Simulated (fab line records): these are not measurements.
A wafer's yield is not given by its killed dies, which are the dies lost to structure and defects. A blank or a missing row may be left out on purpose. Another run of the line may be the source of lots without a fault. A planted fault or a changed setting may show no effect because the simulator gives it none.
Matching of chambers    flow n5Finfet    N5_BEOL_M5_PRE_CLEAN_77 on cvdCo-01 has 3 sister chambers
The step time 15 s. 6 wafers are shown with their chamber, then 7 later ones without.

WAFERS, EACH WITH ITS CHAMBER
wafer   chamber  heaterPowerW (W)
L165.6  2        107
L168.1  0        71
L168.3  1        82
L168.6  2        107
L177.1  1        85
L177.3  0        71

WAFERS MISSING THEIR CHAMBER
wafer   heaterPowerW (W)
L177.4  83
L178.1  70
L178.5  83
L178.6  69
L180.1  70
L180.2  85
L180.3  110

THE CHAMBER EACH PASSED THROUGH
wafer   from the rows above  in truth
L177.4  1                    1
L178.1  0                    0
L178.5  1                    1
L178.6  0                    0
L180.1  0                    0
L180.2  1                    1
L180.3  2                    2
Correctly placed: 7 of 7. From these rows, 0 cannot be placed. Placed wrongly: 0.
How it was worked out, from the rows above alone: a wafer's distance from a chamber is the root of the sum, over the readings, of the square of ((its reading less the chamber's mean) divided by the reading's scatter). If the next closest chamber is less than 2 further off than the closest, the wafer can't be placed; otherwise it belongs to the closest. Each chamber's mean is taken over the wafers shown for it. The scatter is the square root of a quotient: the sum, over the shown wafers, of each reading's squared deviation from its chamber's mean, divided by wafers minus chambers.
